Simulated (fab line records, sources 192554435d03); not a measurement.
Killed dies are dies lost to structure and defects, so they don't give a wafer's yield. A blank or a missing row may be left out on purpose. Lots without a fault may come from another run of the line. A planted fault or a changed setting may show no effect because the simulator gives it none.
fab line records | flow n5_finfet
record lots=10 wafers=28 last_day=19
route steps=1938 shown HKMG_FIN@449 BEOL_M4@1111 PASSIVATION@1936
lots that met no fault: from a run of the same line without faults
start_h: hours from the record's first day to the start of the lot's first wafer shown | wait_h: hours since the lot's step before | " the same as in the row above | L1.1+2: a row that stands for several wafers | - no value, or no start given | * or withheld: withheld | < > ~ a bound
route shown NAME@n: a module of which the file shows steps, and the number in the route of the first | usual: mean/standard deviation of fault-free wafers | same: alike in all rows | chamber/n: place in a boat | sites: the reading at each site | _std_site: their standard deviation | _edge_site: outer sites' mean less inner sites' | radius_mm: how far each site lies from the wafer's centre | mask NAME#n: copy n | behind: the tool/chamber that last shaped the wafer | hold: why the lot was held/for how many hours/how that ended | device: the transistor (n, p or np) that didn't switch | end of line: the same wafers' tests at the end of the route | a step without rows: its recipe alone | killed: dies lost to structure and defects at the first sort, not the wafer's yield | map: a wafer's dies, x killed, . not, _ none there
set.NAME: the setting as run; set.NAME@STEP: as run at that earlier step | model.NAME: the simulator's own value behind a step, which no gauge read
steps of the route over a sample of lots; a table a step, a row a wafer
services: from which hour (start_h, from the record's first day; less than 0 if before it) a tool's chamber was out of use, for how many hours, and why
## steps
# step N5_HKMG_FIN_ALD_71
# recipe material=TiN target_thk_a=10 temp_c=400 ald_precursor_family=TiCl4 ald_co_reactant=NH3 pulse_time_s=1 purge_time_s=3 co_reactant_purge_time_s=2 co_reactant_pulse_time_s=2 ald_cycles=47 pressure_torr=3
# usual ald_cycles=47/0 heater_power_w=881/87 precursor_pulse_height_rel=0.995/0.02
# same purge_time_s=3
# columns lot.wafer tool chamber start_h wait_h ald_cycles heater_power_w precursor_pulse_height_rel
L113.3 ald_metal-02 3 92.82 0.0 47 875 1.015
L113.4 " 0 " " 47 1014 0.967
L113.6 " 1 " " 47 967 1.008
L117.2 ald_metal-04 0 115.45 0.0 47 1028 1.001
L117.4 " 2 " " 47 876 0.964
L117.5 " 1 " " 47 771 0.991
L118.1 ald_metal-04 3 120.49 0.0 47 732 1.022
L118.2 " 0 " " 47 1019 0.952
L118.6 " 0 " " 47 1014 1.009
L120.2 ald_metal-01 3 129.10 0.0 47 791 0.985
L120.3 " 2 " " 47 907 0.980
L120.6 " 2 " " 47 870 0.979
L121.1 ald_metal-02 3 135.70 0.0 47 879 0.976
L121.3 " 1 " " 47 973 0.993
L121.4 " 2 " " 47 888 1.001
L124.1 ald_metal-01 2 155.90 0.0 47 875 0.998
L124.2 " 0 " " 47 850 0.980
L124.5 " 2 " " 47 893 0.994
L127.2 ald_metal-04 3 174.95 0.0 47 736 0.983
L127.4 " 1 " " 47 771 1.001
L127.6 " 0 " " 47 1012 1.012
L128.2 ald_metal-01 3 178.72 0.0 47 767 1.012
L128.5 " 2 " " 47 894 1.012
L128.6 " 1 " " 47 897 1.002
L130.1 ald_metal-01 0 195.94 0.0 47 853 0.990
L130.6 " 3 " " 47 769 0.990
L131.1 ald_metal-02 2 199.25 0.0 47 871 1.007
L131.3 " 0 " " 47 1009 0.996
# step N5_HKMG_FIN_ETCHBACK_68
# recipe chemistry=Cl2/Ar stop_on=HfO2 target_depth_a=5 pressure_mtorr=10 icp_w=600 bias_w=60 Cl2_flow_sccm=40 Ar_flow_sccm=60
# usual drypump_motor_current_A=5.8/0.42 oes_product_au=0.79/0.085 throttle_valve_pct=20.82/0.28
# columns lot.wafer tool chamber start_h wait_h drypump_motor_current_A oes_product_au rf_hours_counter_h throttle_valve_pct
L113.3 rie_metal-01 0 93.42 0.1 5.9 0.78 - 20.76
L113.4 " 1 " " 6.0 0.78 - 21.24
L113.6 " 1 " " 6.0 0.78 - 21.22
L117.2 rie_metal-01 0 116.01 0.0 5.9 0.77 36 20.75
L117.4 " 0 " " 5.9 0.78 - 20.76
L117.5 " 0 " " 5.9 0.78 - 20.74
L118.1 rie_metal-01 1 121.30 0.0 6.0 0.77 34 21.24
L118.2 " 0 " " 5.9 0.78 36 20.74
L118.6 " 1 " " 6.0 0.77 - 21.24
L120.2 rie_metal-03 0 129.66 0.0 6.3 0.87 19 20.82
L120.3 " 1 " " 6.0 0.63 - 20.95
L120.6 " 0 " " 6.3 0.86 - 20.78
L121.1 rie_metal-03 0 136.26 0.0 6.3 0.86 20 20.79
L121.3 " 1 " " 6.0 0.64 - 20.95
L121.4 " 0 " " 6.3 0.86 - 20.79
L124.1 rie_metal-03 0 156.48 0.0 6.3 0.85 22 20.81
L124.2 " 1 " " 6.0 0.63 109 20.95
L124.5 " 1 " " 6.0 0.62 - 20.95
L127.2 rie_metal-03 1 175.52 0.0 6.0 0.62 112 20.97
L127.4 " 1 " " 6.0 0.62 - 20.96
L127.6 " 0 " " 6.3 0.84 - 20.80
L128.2 rie_metal-02 0 179.35 0.1 5.9 0.84 18 20.93
L128.5 " 1 " " 4.9 0.85 - 20.34
L128.6 " 0 " " 5.9 0.85 - 20.93
L130.1 rie_metal-03 1 196.50 0.0 6.0 0.63 114 20.98
L130.6 " 0 " " 6.3 0.84 - 20.80
L131.1 rie_metal-02 0 199.81 0.0 5.9 0.84 19 20.95
L131.3 " 1 " " 5.1 0.85 - 20.34
# step N5_HKMG_FIN_ALD_72
# recipe material=W target_thk_a=20 temp_c=300 pressure_torr=7.5 ald_precursor_family=WF6 ald_co_reactant=B2H6 pulse_time_s=1 purge_time_s=2 co_reactant_purge_time_s=2 co_reactant_pulse_time_s=3 ald_cycles=7
# usual ald_cycles=7/0 heater_power_w=472/30 precursor_pulse_height_rel=1.000/0.021
# same purge_time_s=2
# columns lot.wafer tool chamber start_h wait_h ald_cycles heater_power_w precursor_pulse_height_rel
L113.3 cvd_w-02 0 94.29 0.2 7 402 0.999
L113.4 " 1 " " 7 495 1.046
L113.6 " 0 " " 7 424 0.995
L117.2 cvd_w-01 1 117.05 0.2 7 523 0.977
L117.4 " 0 " " 7 479 0.998
L117.5 " 1 " " 7 501 1.002
L118.1 cvd_w-02 1 122.19 0.2 7 484 0.959
L118.2 " 0 " " 7 418 0.970
L118.6 " 0 " " 7 420 1.028
L120.2 cvd_w-02 1 130.55 0.2 7 486 1.008
L120.3 " 0 " " 7 423 0.976
L120.6 " 0 " " 7 427 1.001
L121.1 cvd_w-01 1 137.14 0.2 7 495 0.985
L121.3 " 1 " " 7 497 1.018
L121.4 " 0 " " 7 460 1.019
L124.1 cvd_w-01 1 157.36 0.2 7 504 1.004
L124.2 " 0 " " 7 459 0.977
L124.5 " 0 " " 7 464 0.983
L127.2 cvd_w-01 0 176.40 0.2 7 460 0.977
L127.4 " 1 " " 7 509 0.984
L127.6 " 0 " " 7 473 1.002
L128.2 cvd_w-01 0 180.24 0.2 7 456 0.992
L128.5 " 1 " " 7 502 1.046
L128.6 " 0 " " 5 470 0.989
L130.1 cvd_w-01 1 197.39 0.2 5 508 0.995
L130.6 " 0 " " 5 462 0.982
L131.1 cvd_w-01 0 200.69 0.2 5 473 0.971
L131.3 " 1 " " 7 496 1.015
# step N5_HKMG_FIN_W_FILL_22
# recipe material=W target_thk_a=600 temp_c=400 pressure_torr=39.4 time_s=18.2
# usual heater_power_w=843/52 throttle_valve_pct=19.2/0.69
# columns lot.wafer tool chamber start_h wait_h heater_power_w throttle_valve_pct
L113.3 cvd_w-02 0 94.34 0.0 763 18.6
L113.4 " 1 " " 841 20.0
L113.6 " 0 " " 760 18.2
L117.2 cvd_w-01 1 117.11 0.0 904 19.0
L117.4 " 0 " " 837 19.3
L117.5 " 1 " " 908 18.9
L118.1 cvd_w-02 1 122.25 0.0 853 20.2
L118.2 " 0 " " 770 18.3
L118.6 " 0 " " 748 18.4
L120.2 cvd_w-02 1 130.61 0.0 852 20.2
L120.3 " 0 " " 781 18.3
L120.6 " 0 " " 769 18.4
L121.1 cvd_w-01 1 137.21 0.0 907 18.7
L121.3 " 1 " " 882 19.1
L121.4 " 0 " " 836 19.5
L124.1 cvd_w-01 1 157.42 0.0 914 19.0
L124.2 " 0 " " 834 19.6
L124.5 " 0 " " 809 19.5
L127.2 cvd_w-01 0 176.47 0.0 826 19.4
L127.4 " 1 " " 928 19.0
L127.6 " 0 " " 848 19.4
L128.2 cvd_w-01 0 180.30 0.0 833 19.6
L128.5 " 1 " " 904 18.8
L128.6 " 0 " " 841 19.4
L130.1 cvd_w-01 1 197.45 0.0 899 18.9
L130.6 " 0 " " 820 19.8
L131.1 cvd_w-01 0 200.75 0.0 841 19.8
L131.3 " 1 " " 904 19.0
# step N5_BEOL_M4_RC_MEAS_101
# usual DIBL_N=36.0/1.7 DIBL_P=36.2/1.9 IOFF_N=0.154/0.028 IOFF_P=0.21/0.036 ION_N=675/11 ION_P=463/8.3 SS_N=71.4/0.63 SS_P=73.2/0.55 VT_N=250.2/3 VT_P=-251/3.7
# columns lot.wafer tool chamber start_h wait_h DIBL_N[mV/V] DIBL_P[mV/V] IOFF_N[nA/um] IOFF_P[nA/um] ION_N[uA/um] ION_P[uA/um] SS_N[mV/dec] SS_P[mV/dec] VT_N[mV] VT_P[mV]
L117.2 prober-02 0 264.84 0.2 34.7 35.6 0.134 0.18 666 460 71.4 72.7 252.2 -252
L117.4 " 0 " " 35.7 36.4 0.155 0.20 679 461 71.4 72.8 248.9 -251
L117.5 " 0 " " 35.7 36.5 0.146 0.19 674 465 71.2 72.5 249.6 -251
L118.1 prober-01 0 269.35 0.0 36.9 37.4 0.154 0.20 673 455 71.7 73.4 252.1 -252
L118.2 " 0 " " 35.5 35.5 0.126 0.18 660 455 72.1 72.6 252.8 -252
L118.6 " 0 " " 36.7 36.4 0.142 0.18 670 455 71.4 73.1 250.3 -254
L120.2 prober-02 0 282.07 0.2 35.3 34.8 0.139 0.19 680 463 71.2 73.5 248.6 -253
L120.3 " 0 " " 37.6 36.5 0.168 0.21 674 459 72.3 73.3 250.2 -250
L120.6 " 0 " " 35.9 35.5 0.142 0.19 670 453 71.2 73.5 251.0 -254
L121.1 prober-02 0 291.63 0.0 38.4 38.3 0.186 0.21 689 457 71.5 73.9 247.5 -252
L121.3 " 0 " " 36.0 35.2 0.135 0.17 667 452 71.5 73.1 250.2 -253
L121.4 " 0 " " 37.1 35.5 0.162 0.18 677 456 71.9 73.5 250.1 -255
L124.1 prober-02 0 296.73 0.0 33.4 33.4 0.116 0.18 651 457 70.2 72.5 254.3 -250
L124.2 " 0 " " 36.1 36.3 0.161 0.22 667 461 71.7 73.4 250.3 -248
L124.5 " 0 " " 36.1 36.0 0.152 0.21 667 459 72.3 72.6 252.9 -251
L113.3 prober-01 0 307.21 0.3 34.5 35.1 0.143 0.19 664 458 71.8 73.2 250.0 -254
L113.4 " 0 " " 36.8 38.3 0.181 0.23 683 470 71.7 74.0 249.0 -251
L113.6 " 0 " " 37.0 39.3 0.202 0.26 688 469 72.3 73.5 244.7 -247
L127.2 prober-01 0 316.01 0.2 35.8 35.0 0.147 0.18 667 456 71.2 73.4 253.0 -254
L127.4 " 0 " " 34.4 34.3 0.138 0.18 684 466 71.4 73.2 249.5 -255
L127.6 " 0 " " 33.4 32.6 0.119 0.16 667 449 71.3 72.6 257.5 -255
L128.2 prober-01 0 330.34 0.2 34.8 35.1 0.140 0.18 665 452 71.5 73.5 250.6 -255
L128.5 " 0 " " 32.6 32.5 0.105 0.15 658 454 70.6 73.3 256.1 -255
L128.6 " 0 " " 35.5 35.8 0.151 0.20 662 457 70.9 73.1 249.8 -253
L130.1 prober-01 0 339.84 0.0 37.6 37.2 0.167 0.23 667 467 71.5 73.9 250.3 -249
L130.6 " 0 " " 36.6 35.7 0.150 0.22 673 466 71.1 72.9 251.3 -248
L131.1 prober-01 0 342.37 0.0 35.8 35.9 0.150 0.18 663 453 71.1 72.5 251.4 -251
L131.3 " 0 " " 36.0 36.7 0.158 0.20 665 462 71.2 72.8 247.5 -249
# step N5_PASSIVATION_PROBE_49
# usual defect_limited_yield=90.9/1.4 killed_at_M0_to_M3=38/11 killed_at_M4_up=13/5.9 killed_at_contacts=14/6.4 killed_at_front_end=38/11 killed_at_other=3.3/2.5 killed_dies=107/16 killed_open=70/12 killed_short=35/7.7 sort_bin_5_function=5.3/0.94 sort_bin_6_memory=3.5/0.7 sort_n_pass=1073/16 sort_yield_pct=90.9/1.4
# same gross_dies=1180 killed_at_back_side=0 sort_bin_4_leakage[%]=0 sort_bin_8_speed[%]=0
# columns lot.wafer tool chamber start_h wait_h defect_limited_yield[%] killed_at_M0_to_M3 killed_at_M4_up killed_at_contacts killed_at_front_end killed_at_other killed_dies killed_open killed_short sort_bin_5_function[%] sort_bin_6_memory[%] sort_n_pass sort_yield_pct[%]
L117.2 prober-02 - 371.81 0.1 91.4 38 12 18 24 9 101 74 27 4.7 3.6 1079 91.4
L117.4 prober-02 - 371.91 0.2 89.6 45 17 18 38 5 123 77 43 6.0 4.2 1057 89.6
L117.5 prober-02 - 371.96 0.2 91.1 34 16 11 35 9 105 67 36 6.3 2.1 1075 91.1
L118.1 prober-02 - 381.80 0.0 92.3 25 18 11 35 2 91 61 30 5.0 2.5 1089 92.3
L118.2 prober-02 - 381.85 0.1 92.0 38 11 7 37 1 94 66 28 5.3 2.3 1086 92.0
L118.6 prober-02 - 382.05 0.3 88.9 39 26 6 57 3 131 91 40 6.9 4.0 1049 88.9
L120.2 prober-02 - 395.85 0.1 90.7 40 16 14 38 2 110 79 31 5.7 3.4 1070 90.7
L120.3 prober-02 - 395.90 0.1 91.9 30 25 10 25 5 95 76 19 4.7 3.2 1085 91.9
L120.6 prober-02 - 396.05 0.3 89.7 38 28 15 37 4 122 91 31 5.5 4.6 1058 89.7
L121.1 prober-02 - 406.66 0.0 90.8 37 11 9 42 10 109 57 49 5.0 3.4 1071 90.8
L121.3 prober-02 - 406.76 0.1 91.8 39 8 8 40 2 97 65 31 5.0 3.1 1083 91.8
L121.4 prober-02 - 406.81 0.2 90.7 41 9 12 46 2 110 69 39 5.3 3.6 1070 90.7
L124.1 prober-02 - 414.64 0.0 93.0 28 7 10 37 1 83 57 26 4.7 2.1 1097 93.0
L124.2 prober-02 - 414.69 0.1 89.4 24 16 23 61 1 125 95 26 5.6 4.7 1055 89.4
L124.5 prober-02 - 414.84 0.2 91.8 24 10 12 49 2 97 59 38 4.6 3.6 1083 91.8
L113.3 prober-02 - 418.45 0.1 89.9 35 12 21 39 12 119 76 43 6.0 3.7 1061 89.9
L113.4 prober-02 - 418.50 0.2 91.6 40 9 18 28 4 99 67 32 5.1 3.1 1081 91.6
L113.6 prober-02 - 418.60 0.3 91.6 19 13 14 48 5 99 67 32 4.7 3.2 1081 91.6
L127.2 prober-02 - 424.46 0.1 90.6 50 12 22 24 3 111 73 32 6.1 2.8 1069 90.6
L127.4 prober-02 - 424.56 0.2 90.3 47 11 15 41 0 114 82 31 5.7 3.5 1066 90.3
L127.6 prober-02 - 424.66 0.3 91.6 37 20 14 24 4 99 67 30 4.9 3.1 1081 91.6
L128.2 prober-01 - 443.73 0.1 92.9 22 12 10 40 0 84 50 28 4.0 2.4 1096 92.9
L128.5 prober-01 - 443.88 0.2 92.5 25 6 9 44 5 89 61 26 4.7 2.8 1091 92.5
L128.6 prober-01 - 443.93 0.3 93.9 24 6 10 29 3 72 51 17 3.4 2.5 1108 93.9
L130.1 prober-01 - 459.10 0.0 90.8 20 16 24 41 7 108 60 42 4.7 4.2 1072 90.8
L130.6 prober-01 - 459.35 0.3 91.0 34 8 22 39 3 106 69 34 5.4 3.1 1074 91.0
L131.1 prober-01 - 464.21 0.0 91.9 30 13 19 27 6 95 62 31 5.3 2.5 1085 91.9
L131.3 prober-01 - 464.31 0.1 92.1 29 4 14 41 5 93 63 30 4.5 3.2 1087 92.1
# killed by level:class
L117.2 BEOL_M3:geometric_particle:open=14 MOL_CONTACT_COAG:geometric_particle:open=13 FIN_SAQP:geometric_particle:open=8 BEOL_M2:geometric_particle:open=7 MOL_CONTACT_COAG:geometric_particle:short=5 BEOL_M0_SAQP:geometric_particle:open=5 BEOL_M1:geometric_particle:open=5 FIN_SAQP:geometric_particle:short=4
L117.4 MOL_CONTACT_COAG:geometric_particle:open=13 BEOL_M0_SAQP:geometric_particle:short=13 BEOL_M4:geometric_particle:open=12 FIN_SAQP:geometric_particle:short=9 BEOL_M3:geometric_particle:open=9 BEOL_M1:geometric_particle:open=8 BEOL_M2:geometric_particle:open=7 BEOL_M0_SAQP:geometric_particle:open=6
L117.5 BEOL_M2:geometric_particle:open=10 BEOL_M3:geometric_particle:open=9 STI_FIN_REVEAL:geometric_particle:open=8 MOL_CONTACT_COAG:geometric_particle:open=8 BEOL_M4:geometric_particle:open=8 FIN_SAQP:geometric_particle:open=6 PASS1_CAP:geometric_particle:short=6 FIN_SAQP:geometric_particle:short=5
L118.1 STI_FIN_REVEAL:geometric_particle:open=13 MOL_CONTACT_COAG:geometric_particle:open=10 BEOL_M4:geometric_particle:open=9 BEOL_M0_SAQP:geometric_particle:short=8 FIN_SAQP:geometric_particle:open=7 GATE_CUT:geometric_particle:short=6 BEOL_M0_SAQP:geometric_particle:open=4 BEOL_M1:geometric_particle:open=4
L118.2 FIN_SAQP:geometric_particle:open=7 BEOL_M0_SAQP:geometric_particle:short=7 BEOL_M1:geometric_particle:open=7 BEOL_M3:geometric_particle:open=7 STI_FIN_REVEAL:geometric_particle:open=6 MOL_CONTACT_COAG:geometric_particle:open=6 BEOL_M1:geometric_particle:short=6 DUMMY_GATE:geometric_particle:open=5
L118.6 FIN_SAQP:geometric_particle:open=24 BEOL_M4:geometric_particle:open=12 BEOL_M0_SAQP:geometric_particle:short=8 BEOL_M1:geometric_particle:open=8 FIN_SAQP:geometric_particle:short=7 BEOL_M0_SAQP:geometric_particle:open=6 MOL_CONTACT_COAG:geometric_particle:open=5 STARTING-WAFER:geometric_particle:short=5
L120.2 FIN_SAQP:geometric_particle:open=11 MOL_CONTACT_COAG:geometric_particle:open=11 BEOL_M1:geometric_particle:open=11 BEOL_M4:geometric_particle:open=10 FIN_SAQP:geometric_particle:short=7 DUMMY_GATE:geometric_particle:open=7 BEOL_M0_SAQP:geometric_particle:open=7 BEOL_M3:geometric_particle:open=7
L120.3 BEOL_M4:geometric_particle:open=15 BEOL_M1:geometric_particle:open=9 FIN_SAQP:geometric_particle:open=8 MOL_CONTACT_COAG:geometric_particle:open=7 BEOL_M3:geometric_particle:open=6 BEOL_M2:geometric_particle:open=5 STI_FIN_REVEAL:geometric_particle:open=4 GATE_CUT:geometric_particle:short=3
L120.6 BEOL_M4:geometric_particle:open=18 BEOL_M0_SAQP:geometric_particle:open=14 MOL_CONTACT_COAG:geometric_particle:open=11 FIN_SAQP:geometric_particle:open=9 BEOL_M0_SAQP:geometric_particle:short=8 FIN_SAQP:geometric_particle:short=7 DUMMY_GATE:geometric_particle:open=6 BEOL_M5:geometric_particle:open=6
L121.1 FIN_SAQP:geometric_particle:short=9 FIN_SAQP:geometric_particle:open=7 MOL_CONTACT_COAG:geometric_particle:open=7 MIM_TOP_ETCH:geometric_particle:short=6 DUMMY_GATE:geometric_particle:open=5 GATE_CUT:geometric_particle:short=5 BEOL_M0_SAQP:geometric_particle:open=5 BEOL_M0_SAQP:geometric_particle:short=5
L121.3 BEOL_M0_SAQP:geometric_particle:open=9 BEOL_M1:geometric_particle:open=9 FIN_SAQP:geometric_particle:open=8 DUMMY_GATE:geometric_particle:open=7 BEOL_M0_SAQP:geometric_particle:short=7 MOL_CONTACT_COAG:geometric_particle:open=6 BEOL_M3:geometric_particle:open=6 STARTING-WAFER:geometric_particle:short=5
L121.4 STI_FIN_REVEAL:geometric_particle:open=16 BEOL_M3:geometric_particle:open=14 MOL_CONTACT_COAG:geometric_particle:open=8 FIN_SAQP:geometric_particle:short=7 FIN_SAQP:geometric_particle:open=5 GATE_CUT:geometric_particle:short=5 BEOL_M0:geometric_particle:open=5 BEOL_M3:geometric_particle:short=5
L124.1 BEOL_M0_SAQP:geometric_particle:open=10 STI_FIN_REVEAL:geometric_particle:open=9 FIN_SAQP:geometric_particle:short=7 BEOL_M0_SAQP:geometric_particle:short=7 MOL_CONTACT_COAG:geometric_particle:open=7 GATE_CUT:geometric_particle:open=6 BEOL_M1:geometric_particle:open=5 FIN_SAQP:geometric_particle:open=4
L124.2 MOL_CONTACT_COAG:geometric_particle:open=21 STI_FIN_REVEAL:geometric_particle:open=18 FIN_SAQP:geometric_particle:open=9 DUMMY_GATE:geometric_particle:open=9 FIN_SAQP:geometric_particle:short=6 BEOL_M0_SAQP:geometric_particle:open=5 BEOL_M3:geometric_particle:open=5 BEOL_M0_SAQP:geometric_particle:short=4
L124.5 STI_FIN_REVEAL:geometric_particle:open=12 FIN_SAQP:geometric_particle:short=10 MOL_CONTACT_COAG:geometric_particle:open=8 BEOL_M2:geometric_particle:open=7 GATE_CUT:geometric_particle:short=6 BEOL_M5:geometric_particle:open=6 FIN_SAQP:geometric_particle:open=5 BEOL_M0_SAQP:geometric_particle:open=4
L113.3 MOL_CONTACT_COAG:geometric_particle:open=17 FIN_SAQP:geometric_particle:open=13 BEOL_M0_SAQP:geometric_particle:short=8 BEOL_M2:geometric_particle:open=8 GATE_CUT:geometric_particle:short=6 BEOL_M0_SAQP:geometric_particle:open=6 BEOL_M1:geometric_particle:open=5 BEOL_M4:geometric_particle:open=5
L113.4 MOL_CONTACT_COAG:geometric_particle:open=16 BEOL_M2:geometric_particle:open=10 FIN_SAQP:geometric_particle:short=7 BEOL_M1:geometric_particle:open=7 BEOL_M0_SAQP:geometric_particle:open=7 FIN_SAQP:geometric_particle:open=6 BEOL_M2:geometric_particle:short=6 BEOL_M0_SAQP:geometric_particle:short=6
L113.6 FIN_SAQP:geometric_particle:open=13 FIN_SAQP:geometric_particle:short=11 MOL_CONTACT_COAG:geometric_particle:open=10 GATE_CUT:geometric_particle:short=8 BEOL_M2:geometric_particle:open=8 BEOL_M4:geometric_particle:open=5 STI_FIN_REVEAL:geometric_particle:open=4 MOL_CONTACT_COAG:geometric_particle:short=4
L127.2 BEOL_M3:geometric_particle:open=18 MOL_CONTACT_COAG:geometric_particle:open=15 BEOL_M0_SAQP:geometric_particle:open=8 BEOL_M0_SAQP:geometric_particle:short=8 MOL_CONTACT_COAG:geometric_particle:short=7 BEOL_M1:geometric_particle:open=7 STI_FIN_REVEAL:geometric_particle:open=4 BEOL_M1:geometric_particle:short=4
L127.4 STI_FIN_REVEAL:geometric_particle:open=17 MOL_CONTACT_COAG:geometric_particle:open=11 BEOL_M1:geometric_particle:open=10 BEOL_M2:geometric_particle:open=9 BEOL_M3:geometric_particle:open=9 GATE_CUT:geometric_particle:short=7 BEOL_M0_SAQP:geometric_particle:open=6 STI_FIN_REVEAL:geometric_particle:short=5
L127.6 MOL_CONTACT_COAG:geometric_particle:open=12 BEOL_M3:geometric_particle:open=11 FIN_SAQP:geometric_particle:short=5 STI_FIN_REVEAL:geometric_particle:open=5 BEOL_M0_SAQP:geometric_particle:short=5 BEOL_M4:geometric_particle:open=5 DUMMY_GATE:geometric_particle:open=4 BEOL_M0:geometric_particle:open=4
L128.2 STI_FIN_REVEAL:geometric_particle:open=13 MOL_CONTACT_COAG:geometric_particle:open=7 BEOL_M0_SAQP:geometric_particle:short=7 BEOL_M0_SAQP:geometric_particle:open=6 STARTING-WAFER:geometric_particle:short=6 HKMG_FIN:area_etch=5 FIN_SAQP:geometric_particle:short=4 BEOL_M1:geometric_particle:open=4
L128.5 STI_FIN_REVEAL:geometric_particle:open=16 FIN_SAQP:geometric_particle:open=8 MOL_CONTACT_COAG:geometric_particle:open=7 FIN_SAQP:geometric_particle:short=6 BEOL_M0_SAQP:geometric_particle:short=6 BEOL_M1:geometric_particle:open=6 BEOL_M0_SAQP:geometric_particle:open=3 DUMMY_GATE:geometric_particle:open=3
L128.6 FIN_SAQP:geometric_particle:open=7 STI_FIN_REVEAL:geometric_particle:open=7 MOL_CONTACT_COAG:geometric_particle:open=7 BEOL_M1:geometric_particle:open=7 BEOL_M0_SAQP:geometric_particle:short=5 BEOL_M2:geometric_particle:open=5 FIN_SAQP:geometric_particle:short=3 DUMMY_GATE:geometric_particle:open=3
L130.1 MOL_CONTACT_COAG:geometric_particle:open=17 FIN_SAQP:geometric_particle:short=8 GATE_CUT:geometric_particle:short=8 FIN_SAQP:geometric_particle:open=7 MOL_CONTACT_COAG:geometric_particle:short=5 BEOL_M2:geometric_particle:open=5 ILD0:geometric_particle:short=4 BEOL_M0_SAQP:geometric_particle:open=4
L130.6 FIN_SAQP:geometric_particle:open=18 MOL_CONTACT_COAG:geometric_particle:open=15 FIN_SAQP:geometric_particle:short=11 BEOL_M2:geometric_particle:open=10 BEOL_M0_SAQP:geometric_particle:open=6 MOL_CONTACT_COAG:geometric_particle:short=5 BEOL_M0_SAQP:geometric_particle:short=5 BEOL_M0:geometric_particle:open=4
L131.1 MOL_CONTACT_COAG:geometric_particle:open=18 STI_FIN_REVEAL:geometric_particle:open=7 FIN_SAQP:geometric_particle:open=6 BEOL_M0_SAQP:geometric_particle:short=5 BEOL_M0:geometric_particle:open=5 BEOL_M2:geometric_particle:short=5 BEOL_M4:geometric_particle:open=4 GATE_CUT:geometric_particle:short=4
L131.3 FIN_SAQP:geometric_particle:open=12 MOL_CONTACT_COAG:geometric_particle:open=12 FIN_SAQP:geometric_particle:short=8 STI_FIN_REVEAL:geometric_particle:open=8 BEOL_M0_SAQP:geometric_particle:short=6 BEOL_M1:geometric_particle:open=6 BEOL_M0_SAQP:geometric_particle:open=5 STARTING-WAFER:geometric_particle:open=4
## services
# columns tool chamber start_h hours kind
ald_metal-01 0 74.13 4.7 repair
ald_metal-02 0 78.36 4.6 repair
rie_metal-03 - 83.56 1.7 repair
ald_metal-01 0 88.47 3.5 repair
rie_metal-03 - 99.25 2.8 pm
cvd_w-02 - 140.14 0.9 repair
cvd_w-02 1 155.21 8.5 repair
ald_metal-02 2 183.39 4.4 repair
cvd_w-01 - 187.49 2.8 pm
ald_metal-02 3 196.45 26.9 repair
## key
first_sign step=N5_HKMG_FIN_ALD_72 reading=ald_cycles direction=down sigmas=99+ usual=* struck=*
effect none on later readings
met_at N5_HKMG_FIN_ALD_72
struck_lots L128,L130,L131
struck_wafers L128.6,L130.1,L130.6,L131.1
not_acting_at N5_HKMG_FIN_ALD_71,N5_HKMG_FIN_ETCHBACK_68,N5_HKMG_FIN_W_FILL_22
onset_between 176.40 180.24
fault kind=process_parameter_drift tool=cvd_w-01 chamber=- onset_h=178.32 steps=N5_HKMG_FIN_ALD_72 channel=ald_cycles offset=* shape=step end_h=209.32 scope=struck_wafers_only stated=*
